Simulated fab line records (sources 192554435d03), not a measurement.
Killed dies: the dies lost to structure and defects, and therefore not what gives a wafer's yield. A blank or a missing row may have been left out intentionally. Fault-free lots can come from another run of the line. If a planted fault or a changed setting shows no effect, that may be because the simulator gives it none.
Which tool is to blame?    flow n5Finfet    Sampling: 10 lots, 29 wafers, 5 of 1938 route steps

== WHAT THE GAUGES SHOWED, per wafer ==
N5_BEOL_M1_INSPECT_59: inspects for defects (darkfield). Usual: rawDefectCount at 72, with a standard deviation of 23.
lot   measured      on                rawDefectCount  flag
L303  day 6 17:04   defectInspect-01  71 67 77        
L305  day 7 10:47   defectInspect-02  71 67 51        
L307  day 7 15:56   defectInspect-01  66 69 79        
L308  day 8 02:17   defectInspect-01  49 60 77        
L318  day 10 18:54  defectInspect-01  88 86 58        
L319  day 10 23:09  defectInspect-02  74 96 63        
L322  day 11 08:34  defectInspect-01  73 70 49        
L321  day 11 10:32  defectInspect-01  84 103          
L326  day 12 08:20  defectInspect-02  82 32 49        
L325  day 12 11:45  defectInspect-01  110 50 78       

N5_BEOL_M4_RC_MEAS_101. Usual: DIBL_N 37.2 mV/V, standard deviation 2.5; DIBL_P 38 mV/V, standard deviation 3; IOFF_N 0.17 nA/um, standard deviation 0.044; IOFF_P 0.24 nA/um, standard deviation 0.059; ION_N 667 uA/um, standard deviation 13; ION_P 461 uA/um, standard deviation 7.9; SS_N 71.8 mV/dec, standard deviation 0.86; SS_P 73.6 mV/dec, standard deviation 0.92; VT_N 250 mV, standard deviation 4.1; VT_P -249 mV, standard deviation 3.9.
lot   measured      on         DIBL_N (mV/V)   DIBL_P (mV/V)  IOFF_N (nA/um)  IOFF_P (nA/um)  ION_N (uA/um)  ION_P (uA/um)  SS_N (mV/dec)   SS_P (mV/dec)   VT_N (mV)    VT_P (mV)       flag
L303  day 8 07:10   prober-01  39.1 36.4 34.9  38 37 35       0.18 0.15 0.12  0.21 0.22 0.18  668 665 660    455 457 452    71.8 71.4 71.3  73.7 73.9 73.1  252 250 252  -252 -252 -254  
L305  day 9 11:11   prober-01  36.7 39.3 37.2  39 41 39       0.18 0.23 0.17  0.24 0.29 0.25  673 680 668    467 466 456    71.5 72.2 72.2  73.7 74.8 74.6  248 244 247  -250 -248 -250  
L307  day 9 11:36   prober-02  34.7 39.1 39.5  33 39 41       0.10 0.18 0.21  0.17 0.26 0.29  654 679 683    462 463 467    71.3 71.7 72.2  72.4 73.6 74.7  255 247 244  -251 -244 -244  
L308  day 9 20:43   prober-01  38.4 37.4 39.7  38 38 40       0.17 0.16 0.20  0.24 0.23 0.29  684 667 682    465 460 475    71.6 72.3 72.5  74.1 73.9 74.6  251 254 248  -251 -250 -246  
L318  day 12 09:56  prober-01  41.7 39.2 40.4  45 43 43       0.29 0.22 0.24  0.38 0.36 0.36  674 685 674    471 482 470    73.4 72.5 72.9  75.3 75.1 75.4  241 246 248  -239 -238 -241  
L319  day 12 12:50  prober-01  38.4 36.6 36.0  40 37 36       0.20 0.15 0.15  0.29 0.25 0.22  673 659 669    465 464 462    72.1 70.8 71.0  74.4 73.8 73.1  247 248 250  -248 -248 -252  
L322  day 12 23:52  prober-01  35.6 36.4 34.8  36 38 36       0.15 0.16 0.13  0.21 0.24 0.21  666 681 660    459 469 453    71.2 71.0 71.4  72.4 72.7 72.3  251 251 254  -251 -248 -252  
L321  day 13 02:37  prober-02  37.6 34.0       39 35          0.16 0.11       0.26 0.18       663 640        467 450        72.2 70.7       73.7 73.1       252 259      -246 -252       
L326  day 14 02:14  prober-02  32.1 32.5 34.2  33 32 36       0.11 0.11 0.14  0.15 0.15 0.19  655 664 672    449 453 465    70.3 70.4 70.5  71.7 72.1 72.6  254 255 252  -254 -256 -251  
L325  day 14 03:52  prober-01  39.9 39.3 35.9  38 38 33       0.18 0.16 0.12  0.24 0.25 0.19  658 663 657    458 462 451    72.5 72.0 71.3  72.9 73.2 71.8  251 253 257  -249 -246 -251  

== WHAT TOOL EACH LOT RAN ON (gives the tool, then ch and the chambers of the sampled wafers, and finally the start) ==
lot   N5_BEOL_M2_PECVD_72              N5_BEOL_M2_ETCH_74                 N5_BEOL_M2_COAT_76
L303  pecvd-03 ch 0,2, day 6 17:13     rieDiel-02 ch 0,2,3, day 6 18:05   lithoTrack-01 ch 0, day 6 18:31
L305  pecvd-02 ch 1,2, day 7 10:55     rieDiel-04 ch 2,3, day 7 12:12     lithoTrack-02 ch 0, day 7 12:39
L307  pecvd-01 ch 0,1, day 7 16:05     rieDiel-04 ch 1,2,3, day 7 18:00   lithoTrack-01 ch 0, day 7 18:28
L308  pecvd-03 ch 0,1,2, day 8 02:26   rieDiel-04 ch 0,3, day 8 04:47     lithoTrack-01 ch 0, day 8 05:14
L318  pecvd-01 ch 0,2, day 10 19:04    rieDiel-06 ch 1,2, day 10 20:02    lithoTrack-01 ch 0, day 10 20:34
L319  pecvd-03 ch 0,2, day 10 23:17    rieDiel-04 ch 1,3, day 11 00:35    lithoTrack-01 ch 0, day 11 01:08
L322  pecvd-01 ch 0,1,2, day 11 08:42  rieDiel-06 ch 0,2,3, day 11 10:01  lithoTrack-05 ch 0, day 11 10:33
L321  pecvd-03 ch 2, day 11 10:41      rieDiel-06 ch 0,2, day 11 11:25    lithoTrack-05 ch 0, day 11 11:56
L326  pecvd-03 ch 0,1,2, day 12 08:28  rieDiel-06 ch 0,2,3, day 12 09:47  lithoTrack-05 ch 0, day 12 10:13
L325  pecvd-01 ch 0,1,2, day 12 11:55  rieDiel-04 ch 0,3, day 12 12:44    lithoTrack-02 ch 0, day 12 13:11
- N5_BEOL_M2_PECVD_72: deposits SiO2 from TEOS/O2, target thk 16 nm, time 18 s.
- N5_BEOL_M2_ETCH_74: etches underlayer in N2/H2, target depth 6.5 nm, time 5.2 s.
- N5_BEOL_M2_COAT_76: time 60 s, resist thk 5 nm.

== AS READ BY THE TOOLS THEMSELVES (means over the sampled wafers that have a number; for cases with no such wafer, the mark the record gives instead) ==
N5_BEOL_M2_PECVD_72. Usual: heaterPowerW 700 W, standard deviation 83; rfFwdPowerW 444.7 W, standard deviation 1.8; showerheadPlenumPTorr 8.82 Torr, standard deviation 0.065; throttleValvePct 22.2 %, standard deviation 0.97.
lot   tool      heaterPowerW (W)  rfFwdPowerW (W)  showerheadPlenumPTorr (Torr)  throttleValvePct (%)  flag
L303  pecvd-03  659               445.2            8.87                          22.0                  
L305  pecvd-02  682               444.6            8.78                          22.1                  
L307  pecvd-01  655               443.3            8.78                          22.0                  
L308  pecvd-03  658               446.0            8.84                          22.6                  
L318  pecvd-01  665               445.1            8.82                          22.2                  
L319  pecvd-03  656               444.6            8.87                          21.0                  
L322  pecvd-01  724               444.1            8.80                          22.3                  
L321  pecvd-03  578               446.4            8.82                          21.1                  
L326  pecvd-03  712               444.1            8.85                          22.0                  
L325  pecvd-01  712               443.4            8.79                          22.3                  

N5_BEOL_M2_ETCH_74. Usual: for drypumpMotorCurrentA, 5.9 A with a standard deviation of 0.43; for etchRfOnTimeS, 5.27 s with a standard deviation of 0.14; for oesProductAu, 0.67 a.u. with a standard deviation of 0.067; for rfFwdPowerW, 819.5 W with a standard deviation of 2.7; for rfVppV, 524.7 V with a standard deviation of 2.9; for showerheadPlenumPTorr, 2.57 Torr with a standard deviation of 0.11; for throttleValvePct, 17.84 % with a standard deviation of 0.25.
lot   tool        drypumpMotorCurrentA (A)  etchRfOnTimeS (s)  oesProductAu (a.u.)  rfFwdPowerW (W)  rfVppV (V)  showerheadPlenumPTorr (Torr)  throttleValvePct (%)  flag
L303  rieDiel-02  6.2                       5.31               0.60                 818.4            522.5       2.47                          17.83                 
L305  rieDiel-04  5.9                       5.08               0.63                 819.4            522.4       2.50                          17.68                 
L307  rieDiel-04  5.9                       5.22               0.63                 821.2            524.6       2.56                          17.79                 
L308  rieDiel-04  5.9                       5.27               0.69                 819.9            526.6       2.61                          17.97                 
L318  rieDiel-06  5.2                       5.30               0.63                 818.7            522.8       2.50                          17.98                 
L319  rieDiel-04  5.8                       5.14               0.78                 817.0            527.4       2.63                          17.44                 
L322  rieDiel-06  5.9                       5.25               0.63                 819.3            525.4       2.57                          17.97                 
L321  rieDiel-06  5.7                       5.27               0.61                 819.3            523.5       2.53                          17.98                 
L326  rieDiel-06  5.9                       5.25               0.62                 821.2            523.5       2.57                          17.99                 
L325  rieDiel-04  5.8                       5.10               0.76                 818.3            528.0       2.71                          17.53                 

N5_BEOL_M2_COAT_76. Usual: heaterPowerTotalW 391.8 W, standard deviation 1.2; plateTempC 205.00 C, standard deviation 0.16; spinSpeedRpm 1500.0 rpm, standard deviation 1.1.
lot   tool           heaterPowerTotalW (W)  plateTempC (C)  spinSpeedRpm (rpm)  flag
L303  lithoTrack-01  391.0                  204.90          1498.3              
L305  lithoTrack-02  391.5                  205.03          1499.4              
L307  lithoTrack-01  391.7                  205.13          1499.8              
L308  lithoTrack-01  391.1                  204.97          1500.4              
L318  lithoTrack-01  409.6                  212.27          1500.2              OFF
L319  lithoTrack-01  411.0                  212.43          1499.4              OFF
L322  lithoTrack-05  391.8                  205.10          1500.0              
L321  lithoTrack-05  393.6                  204.99          1499.4              
L326  lithoTrack-05  391.3                  205.02          1499.8              
L325  lithoTrack-02  392.2                  204.87          1499.3              

== THE ANSWER, worked out from the rows above alone ==
Rule: lot off if the mean of its wafers having a number is beyond 3 standard deviations from the usual mean. A lot without any number at a reading at which 4 lots or more have one is off too. Where the step has rows for the other lots, those lots are counted as sound. The gauges are gone through in route order, then the tools' own readings, and for those a lot's mean is taken as printed above. At the first step where some lot is off, the reading lying furthest off is the one used; lots without a number count as furthest.
Off at N5_BEOL_M2_COAT_76 (plateTempC): L318, L319.
If a tool, at that step or one of the process steps before it, ran each lot that is off and ran no sound lot following the first of them, it fits. One candidate fits, namely lithoTrack-01 at N5_BEOL_M2_COAT_76. Its last sound lot is L308 (day 8 05:14), its first lot that is off L318 (day 10 20:34): a fault that began between those two fits.
The tool's own readings at N5_BEOL_M2_COAT_76 bear it out: on the lots that are off they differ by more than 5 times the standard deviation of the sound lots' means. heaterPowerTotalW reads 410.3 W there against 391.8 W on the sound lots; plateTempC reads 212.35 C there against 205.00 C on the sound lots.

== WHAT THE SIMULATOR HAD PUT IN ==
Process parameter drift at N5_BEOL_M2_COAT_76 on lithoTrack-01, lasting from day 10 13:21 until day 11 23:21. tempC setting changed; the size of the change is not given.
Shown lots that were struck: L318, L319. The rule above found the same.
